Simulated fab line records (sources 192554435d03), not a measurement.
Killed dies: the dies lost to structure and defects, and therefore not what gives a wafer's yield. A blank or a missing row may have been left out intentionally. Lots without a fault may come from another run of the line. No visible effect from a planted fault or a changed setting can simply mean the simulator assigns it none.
A lot that was struck, set against a sound lot :: flow n5_finfet :: 39 steps out of a route of 1938
Sound: the wafers L201.1, L201.3, L201.4. Wafers L206.2, L206.4, L206.5 were the ones struck. Last of all comes the cause.
Each step with rows lists, per side, the tool, then ch with its chambers, then its first start. Under that, the readings that differ: sound wafers :: struck wafers :: difference of the means :: sigmas: that difference in standard deviations of wafers without a fault.
alike: same words and numbers on both sides, and readings whose means sit less than 2 such deviations apart. not compared: any withheld reading, any reading some wafer has no value for, any bound like >300 that may hide the same value, and any number with overlapping values for which the record gives no deviation.
A row with sigmas, a row that says differs or no value, or rows on one side alone: a step with any of these is where the two part. When numbers do not overlap yet have no deviation, they are printed without sigmas and do not part them. A reading that every wafer of one side lacks parts them only if that side has two wafers or more.

first, 10 steps without rows for these wafers: N5_BEOL_M0_SAQP_DESCUM_19 (chemistry O2, time 7.9 s); N5_BEOL_M0_SAQP_ETCH_83 (etches SiARC in CF4, target depth 39 nm, time 65 s); N5_BEOL_M0_SAQP_ETCH_84 (etches SOC in N2/H2, target depth 100 nm, overetch 20 nm, time 150 s); N5_BEOL_M0_SAQP_STRIP_80 (strips in N2/H2); N5_BEOL_M0_SAQP_HM_OPEN_112 (chemistry CHF3/O2, target SiO2, stops on a-Si, target depth 12 nm, time 13.5 s); N5_BEOL_M0_SAQP_STRIP_113 (strips in CHF3/O2); N5_BEOL_M0_SAQP_MANDREL_ETCH_20 (etches a-Si in HBr/Cl2, stops on SiNx, target depth 60 nm, bt time 10 s, time 30 s); N5_BEOL_M0_SAQP_STRIP_86 (strips in N2/H2); N5_BEOL_M0_SAQP_STRIP_115 (strips in post etch residue remover, time 60 s); N5_BEOL_M0_SAQP_SRD_93 (time 30 s).
N5_BEOL_M0_SAQP_RECESS_114: chemistry HF/NH3, target SiO2, target depth 14.4 nm, afs cycles 3, sublimation time 60 s.
  sound on vapor_etch-02 ch 0,1, day 6 05:01; struck on vapor_etch-02 ch 1, day 7 05:40
  alike: drypump_motor_current_A, foreline_p_Torr
then, 24 steps without rows for these wafers: N5_BEOL_M0_SAQP_SPACER1_ALD_98 (deposits SiO2, target thk 12.8 nm, pulse time 1 s, purge time 2 s); N5_BEOL_M0_SAQP_SPACER1_ETCHBACK_99 (etches SiO2 in CHF3/O2, target depth 15.4 nm, time 7.7 s); N5_BEOL_M0_SAQP_MANDREL1_REMOVE_100 (chemistry HBr/Cl2/O2, target a-Si, stops on SiNx, bt time 10 s); N5_BEOL_M0_SAQP_ETCH_101 (etches SiNx in CH3F/O2, target depth 29.9 nm, time 42.7 s); N5_BEOL_M0_SAQP_ETCH_102 (etches SiO2 in CF4, target depth 4 nm, time 4.4 s); N5_BEOL_M0_SAQP_MANDREL_ETCH_103 (etches a-Si in HBr/Cl2, stops on SiCN, target depth 45 nm, bt time 10 s, time 27 s); N5_BEOL_M0_SAQP_RECESS_104 (chemistry HF/NH3, target SiO2, target depth 18 nm, afs cycles 3, sublimation time 60 s); N5_BEOL_M0_SAQP_COAT_105 (time 60 s, resist thk 100 nm); N5_BEOL_M0_SAQP_ETCH_106 (etches SOC in N2/H2, stops on SiNx, target depth 150 nm); N5_BEOL_M0_SAQP_ETCH_107 (etches SiNx in CH3F/O2, target depth 30 nm); N5_BEOL_M0_SAQP_STRIP_108 (strips in N2/H2); N5_BEOL_M0_SAQP_RECESS_109 (chemistry HF/NH3, target SiO2, target depth 3 nm, afs cycles 1, sublimation time 60 s); N5_BEOL_M0_SAQP_SPACER2_ALD_26 (deposits SiO2, target thk 15 nm, pulse time 1 s, purge time 2 s); N5_BEOL_M0_SAQP_SPACER2_ETCHBACK_27 (etches SiO2 in CHF3/O2, target depth 22.5 nm, time 11.25 s); N5_BEOL_M0_SAQP_MANDREL2_REMOVE_110 (chemistry HBr/Cl2/O2, target a-Si, stops on SiCN, bt time 10 s); N5_BEOL_M0_SAQP_COAT_69 (time 60 s, resist thk 90 nm); N5_BEOL_M0_SAQP_COAT_72 (time 60 s, resist thk 15 nm); N5_BEOL_M0_SAQP_COAT_87 (time 60 s, resist thk 5 nm); N5_BEOL_M0_SAQP_COAT_34 (resist thk 30 nm); N5_BEOL_M0_SAQP_EBR_36; N5_BEOL_M0_SAQP_SOFTBAKE_35 (time 60 s); N5_BEOL_M0_SAQP_EXPOSE_37 (exposes mask M0 CUT1, target cd 30 nm); N5_BEOL_M0_SAQP_PEB_38 (peb time 60 s); N5_BEOL_M0_SAQP_DEVELOP_39 (develop time 30 s).
N5_BEOL_M0_SAQP_INSPECT_42: inspects for defects (brightfield).
  sound: defect_inspect-02 at day 6 08:24; struck: defect_inspect-01 at day 7 09:02
reading: raw_defect_count
sound: 333 292 302
struck: 1494 1526 1593
difference: +1229
sigmas: +13
N5_BEOL_M0_CUTY_INSPECT_59: inspects for defects (macro).
  sound: defect_inspect-02 at day 6 09:51; struck: defect_inspect-01 at day 7 12:10
reading: raw_defect_count
sound: 1 3 4
struck: >300 >300 >300
difference: differs
sigmas: 
-- here the record skips 2 days between the struck wafers' starts before and after, leaving off in module BEOL_M0_CUTY and picking up in module BEOL_M4 (first step shown: number 1111 of the route) --
N5_BEOL_M4_RC_MEAS_101:
  sound on prober-02 ch 0, day 8 11:34; struck on prober-02 ch 0, day 9 20:43
  alike: DIBL_N, DIBL_P, IOFF_N, IOFF_P, ION_N, ION_P, SS_N, SS_P, VT_N, VT_P
-- the record jumps here: 4 days lie between the struck wafers' starts before and after (it left off in module BEOL_M4 and takes up again in module PASSIVATION, whose first step shown is number 1936 of the route) --
N5_PASSIVATION_PROBE_49:
  rows exist in the record for the struck wafers here (prober-01, day 13 23:04), but not for the sound ones

WHERE THEY PART
First at N5_BEOL_M0_SAQP_INSPECT_42; last, within this record, at N5_PASSIVATION_PROBE_49.

WHY: the cause the simulator had injected
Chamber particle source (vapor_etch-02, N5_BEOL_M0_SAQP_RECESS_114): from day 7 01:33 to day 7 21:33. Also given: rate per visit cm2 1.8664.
